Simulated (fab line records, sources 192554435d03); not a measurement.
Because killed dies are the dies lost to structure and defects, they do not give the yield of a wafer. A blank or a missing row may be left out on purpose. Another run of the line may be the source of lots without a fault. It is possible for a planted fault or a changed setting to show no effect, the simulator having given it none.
Which tool is to blame? + flow n5Finfet + 11 lots, 33 wafers sampled, at 3 steps of a route of 1938

== WHAT THE GAUGES SHOWED, per wafer ==
N5_BEOL_M12_OVL_MEAS_11. Usual: V11_OVL gives -5 nm (standard deviation 6).
| lot  | measured     | on         | V11_OVL (nm) | flag |
|------|--------------|------------|--------------|------|
| L319 | day 10 19:17 | overlay-02 | -4 -13 -3    |      |
| L320 | day 10 23:03 | overlay-02 | -8 -7 -11    |      |
| L322 | day 11 10:50 | overlay-01 | -12 0 -5     |      |
| L329 | day 13 06:08 | overlay-01 | -9 -9 -18    |      |
| L330 | day 13 13:19 | overlay-01 | -3 -2 -8     |      |
| L331 | day 13 16:13 | overlay-02 | -3 2 -2      |      |
| L338 | day 14 22:34 | overlay-01 | -11 -10 -1   |      |
| L336 | day 15 07:13 | overlay-02 | -5 -5 -7     |      |
| L340 | day 15 15:28 | overlay-02 | -3 1 0       |      |
| L341 | day 16 09:35 | overlay-02 | -11 -8 -15   |      |
| L342 | day 16 22:06 | overlay-01 | -14 -13 -15  |      |

N5_BEOL_M12_OVL_MEAS_29. Usual: M12_OVL gives -2 nm (standard deviation 5.9).
| lot  | measured     | on         | M12_OVL (nm) | flag |
|------|--------------|------------|--------------|------|
| L319 | day 10 20:11 | overlay-01 | -6 -5 -9     |      |
| L320 | day 11 00:04 | overlay-02 | 4 2 8        |      |
| L322 | day 11 11:50 | overlay-01 | -4 -10 1     |      |
| L329 | day 13 07:04 | overlay-02 | -1 -6 4      |      |
| L330 | day 13 14:13 | overlay-01 | -5 -6 -8     |      |
| L331 | day 13 17:14 | overlay-01 | 0 6 4        |      |
| L338 | day 15 00:05 | overlay-02 | -10 -8 -6    |      |
| L336 | day 15 08:10 | overlay-02 | -5 12 3      |      |
| L340 | day 15 16:30 | overlay-02 | -7 -4 1      |      |
| L341 | day 16 10:38 | overlay-02 | -4 -10 -6    |      |
| L342 | day 16 23:29 | overlay-02 | 0 -7 5       |      |

== WHAT TOOL EACH LOT RAN ON (gives the tool, then ch and the chambers of the sampled wafers, and finally the start) ==
| lot  | N5_BEOL_M11_DEP_56              |
|------|---------------------------------|
| L319 | pecvd-02 ch 0,2, day 10 18:41   |
| L320 | pecvd-03 ch 0,1,2, day 10 22:28 |
| L322 | pecvd-02 ch 1,2, day 11 10:08   |
| L329 | pecvd-02 ch 0,1, day 13 05:31   |
| L330 | pecvd-02 ch 0,2, day 13 12:35   |
| L331 | pecvd-01 ch 0,2, day 13 15:30   |
| L338 | pecvd-03 ch 0,1,2, day 14 21:58 |
| L336 | pecvd-02 ch 0,1, day 15 06:37   |
| L340 | pecvd-02 ch 0,1, day 15 14:44   |
| L341 | pecvd-02 ch 0,1,2, day 16 09:00 |
| L342 | pecvd-03 ch 0,1, day 16 21:23   |
- N5_BEOL_M11_DEP_56: deposits SiCN from 3MS/NH3, target thk 30 nm, time 10.5 s.

== WHAT THE TOOLS THEMSELVES READ (means of the sampled wafers that have a number; where no wafer has one, the mark that the record gives instead) ==
N5_BEOL_M11_DEP_56. Usual: showerheadPlenumPTorr 4.148 Torr, standard deviation 0.02; throttleValvePct 17.3 %, standard deviation 0.87.
| lot  | tool     | showerheadPlenumPTorr (Torr) | throttleValvePct (%) | flag |
|------|----------|------------------------------|----------------------|------|
| L319 | pecvd-02 | 4.153                        | 16.8                 |      |
| L320 | pecvd-03 | 4.148                        | 18.3                 |      |
| L322 | pecvd-02 | 4.142                        | 16.6                 |      |
| L329 | pecvd-02 | 4.136                        | 17.0                 |      |
| L330 | pecvd-02 | 4.151                        | 17.0                 |      |
| L331 | pecvd-01 | 4.174                        | 18.2                 |      |
| L338 | pecvd-03 | 4.152                        | 18.4                 |      |
| L336 | pecvd-02 | 4.130                        | 16.8                 |      |
| L340 | pecvd-02 | 4.132                        | 16.8                 |      |
| L341 | pecvd-02 | 4.150                        | 17.0                 |      |
| L342 | pecvd-03 | 4.166                        | 18.2                 |      |

== THE ANSWER, worked out from the rows above alone ==
Rule: a lot counts as off when the mean over its wafers that have a number is more than 3 standard deviations away from the usual mean. A lot without any number at a reading at which 4 lots or more have one is off too. The other lots that the step has rows for count as sound. Order of review: gauges by route order, followed by the tools' own readings, for which a lot's mean as printed above is used. At the first step where some lot is off, the reading lying furthest off is the one used; lots without a number count as furthest.
No lot is off at any reading shown: from this, nothing can be told.

== WHAT THE SIMULATOR HAD INSERTED ==
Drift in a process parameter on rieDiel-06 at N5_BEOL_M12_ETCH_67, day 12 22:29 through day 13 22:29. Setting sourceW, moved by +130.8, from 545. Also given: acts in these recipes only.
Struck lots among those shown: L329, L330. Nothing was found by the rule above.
